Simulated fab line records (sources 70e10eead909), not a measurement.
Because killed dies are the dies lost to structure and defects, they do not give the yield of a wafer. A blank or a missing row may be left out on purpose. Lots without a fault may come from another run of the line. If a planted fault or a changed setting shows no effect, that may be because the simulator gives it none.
Chamber matching :: flow nandHarc :: NHARC_P_M0_DEP_32 on pecvd-03 has 3 sister chambers
The step deposits SiCN, target thk 30 nm. 6 wafers are shown with their chamber, then 7 later ones without.

WAFERS PAIRED WITH THEIR CHAMBERS
wafer: L076.4
chamber: 1
heaterPowerW (W): 578

wafer: L080.3
chamber: 2
heaterPowerW (W): 639

wafer: L080.5
chamber: 0
heaterPowerW (W): 514

wafer: L080.6
chamber: 1
heaterPowerW (W): 565

wafer: L082.1
chamber: 2
heaterPowerW (W): 698

wafer: L082.2
chamber: 0
heaterPowerW (W): 431

WAFERS MISSING THEIR CHAMBER
wafer: L082.3
heaterPowerW (W): 537

wafer: L084.3
heaterPowerW (W): 647

wafer: L084.4
heaterPowerW (W): 647

wafer: L084.6
heaterPowerW (W): 485

wafer: L095.1
heaterPowerW (W): 640

wafer: L095.2
heaterPowerW (W): 461

wafer: L095.3
heaterPowerW (W): 684

THE CHAMBER EACH PASSED THROUGH
wafer: L082.3
from the rows above: can't be placed: 1 or 0
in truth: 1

wafer: L084.3
from the rows above: can't be placed: 2 or 1
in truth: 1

wafer: L084.4
from the rows above: can't be placed: 2 or 1
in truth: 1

wafer: L084.6
from the rows above: can't be placed: 0 or 1
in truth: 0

wafer: L095.1
from the rows above: can't be placed: 2 or 1
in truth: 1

wafer: L095.2
from the rows above: 0
in truth: 0

wafer: L095.3
from the rows above: 2
in truth: 2
Correct placement for 2 of the 7. Cannot be placed on the basis of these rows: 5; the candidates contain the true chamber in 5. Wrongly placed: 0.
How it was worked out, from the rows above alone: a wafer's distance from a chamber is the root of the sum, over the readings, of the square of ((its reading less the chamber's mean) divided by the reading's scatter). If the next closest chamber is less than 2 further off than the closest, the wafer can't be placed; otherwise it belongs to the closest. A chamber's mean is the mean of its shown wafers. The scatter: the root of (the sum of the squares of (reading less its chamber's mean) over the shown wafers, divided by (wafers less chambers)).
